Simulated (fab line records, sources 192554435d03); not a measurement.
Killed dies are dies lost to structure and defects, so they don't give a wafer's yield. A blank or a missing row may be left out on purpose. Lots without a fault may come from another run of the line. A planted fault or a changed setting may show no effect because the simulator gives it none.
Chamber matching | flow n5_finfet | N5_BEOL_M0_SAQP_MANDREL_ETCH_103 on rie_si-04: 3 sister chambers
The step etches a-Si in HBr/Cl2, stops on SiCN, target depth 45 nm, bt time 10 s, time 27 s. 16 wafers are shown with their chamber, then 7 later ones without.

WAFERS WITH THEIR CHAMBER
wafer  | chamber | drypump_motor_current_A (A) | throttle_valve_pct (%) | oes_product_au (a.u.)
L076.1 | 3       | 5.9                         | 35.4                   | 0.675
L076.4 | 0       | 6.2                         | 35.7                   | 0.670
L076.6 | 3       | 5.9                         | 35.3                   | 0.698
L081.2 | 0       | 6.3                         | 35.7                   | 0.669
L081.4 | 1       | 5.7                         | 35.3                   | 0.707
L081.5 | 3       | 5.9                         | 35.3                   | 0.702
L083.1 | 3       | 5.9                         | 35.4                   | 0.687
L083.2 | 1       | 5.7                         | 35.3                   | 0.685
L083.3 | 0       | 6.2                         | 35.7                   | 0.669
L086.2 | 0       | 6.2                         | 35.7                   | 0.668
L086.4 | 1       | 5.7                         | 35.3                   | 0.713
L086.6 | 3       | 5.9                         | 35.3                   | 0.692
L087.1 | 0       | 6.3                         | 35.7                   | 0.669
L087.3 | 1       | 5.7                         | 35.3                   | 0.694
L087.5 | 3       | 5.9                         | 35.3                   | 0.701
L091.3 | 3       | 5.9                         | 35.4                   | 0.684

SIGNATURES (means of the wafers above)
reading                 | chamber 0 | chamber 1 | chamber 3 | scatter within a chamber
drypump_motor_current_A | 6.240     | 5.700     | 5.900     | 0.0304
throttle_valve_pct      | 35.700    | 35.300    | 35.343    | 0.0363
oes_product_au          | 0.66900   | 0.69975   | 0.69129   | 0.00908
Rule: a wafer's distance from a chamber is the root of the sum, over the readings, of the square of ((its reading less the chamber's mean) divided by the reading's scatter). The wafer belongs to the nearest chamber; if the next one is less than 2 further off, it can't be placed. The scatter: the root of (the sum of the squares of (reading less its chamber's mean) over the shown wafers, divided by (wafers less chambers)).

WAFERS WITHOUT THEIR CHAMBER
wafer  | drypump_motor_current_A (A) | throttle_valve_pct (%) | oes_product_au (a.u.)
L091.4 | 5.7                         | 35.3                   | 0.700
L091.6 | 5.9                         | 35.3                   | 0.697
L093.4 | 5.7                         | 35.3                   | 0.708
L093.5 | 5.7                         | 35.3                   | 0.714
L094.2 | 5.9                         | 35.3                   | 0.679
L094.3 | 5.7                         | 35.3                   | 0.687
L094.4 | 6.2                         | 35.6                   | 0.685

WHICH CHAMBER EACH WENT THROUGH
wafer  | from the rows above | in truth
L091.4 | 1                   | 1
L091.6 | 3                   | 3
L093.4 | 1                   | 1
L093.5 | 1                   | 1
L094.2 | 3                   | 3
L094.3 | 1                   | 1
L094.4 | 0                   | 0
Placed correctly: 7 of 7. Can't be placed from these rows: 0. Placed wrongly: 0.
